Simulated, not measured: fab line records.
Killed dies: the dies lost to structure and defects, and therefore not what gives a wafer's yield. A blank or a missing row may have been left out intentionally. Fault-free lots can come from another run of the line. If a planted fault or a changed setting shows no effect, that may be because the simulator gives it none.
Chamber matching	flow n5-finfet	N5_BEOL_M2_ETCH_74 on rie-diel-05: 4 sister chambers
The step etches underlayer in N2/H2, target depth 6.5 nm, time 5.2 s. 16 wafers are shown with their chamber, then 8 later ones without.

WAFERS WITH THEIR CHAMBER
wafer	chamber	drypump-motor-current-A (A)	throttle-valve-pct (%)	showerhead-plenum-p-Torr (Torr)
L074.1	3	5.4	18.33	2.52
L074.2	2	6.3	18.01	2.54
L074.5	3	5.4	18.32	2.51
L075.1	1	6.5	18.16	2.42
L075.5	3	5.4	18.33	2.51
L075.6	2	6.3	17.98	2.53
L076.2	0	6.5	17.36	2.50
L076.3	3	5.4	18.32	2.51
L076.5	0	6.5	17.34	2.50
L078.1	1	6.5	18.16	2.42
L078.5	3	5.4	18.33	2.51
L078.6	2	6.3	18.00	2.53
L079.1	0	6.5	17.34	2.50
L079.4	1	6.5	18.18	2.42
L079.5	2	6.2	18.03	2.53
L080.1	0	6.5	17.37	2.50

SIGNATURES, as means of the wafers listed above
reading	chamber 0	chamber 1	chamber 2	chamber 3	scatter within a chamber
drypump-motor-current-A	6.500	6.500	6.275	5.400	0.025
throttle-valve-pct	17.3525	18.1667	18.0050	18.3260	0.014
showerhead-plenum-p-Torr	2.5000	2.4200	2.5325	2.5120	0.00359
Rule: a wafer lies at a distance from a chamber equal to the root of the sum of squares, over the readings, of (its reading less the chamber's mean, divided by the reading's scatter). The wafer belongs to the nearest chamber; if the next one is less than 2 further off, it can't be placed. The scatter is the square root of a quotient: the sum, over the shown wafers, of each reading's squared deviation from its chamber's mean, divided by wafers minus chambers.

WAFERS WHOSE CHAMBER IS MISSING
wafer	drypump-motor-current-A (A)	throttle-valve-pct (%)	showerhead-plenum-p-Torr (Torr)
L080.5	5.5	18.33	2.51
L080.6	6.5	17.40	2.50
L081.4	6.3	18.01	2.53
L081.5	6.5	18.21	2.42
L081.6	6.4	17.36	2.49
L093.1	6.3	18.07	2.52
L093.4	6.5	17.40	2.49
L093.5	5.4	18.37	2.50

CHAMBER TAKEN BY EACH
wafer	from the rows above	in truth
L080.5	3	3
L080.6	0	0
L081.4	2	2
L081.5	1	1
L081.6	0	0
L093.1	2	2
L093.4	0	0
L093.5	3	3
Correct placement for 8 of the 8. Not placeable from these rows: 0. 0 placed wrongly.
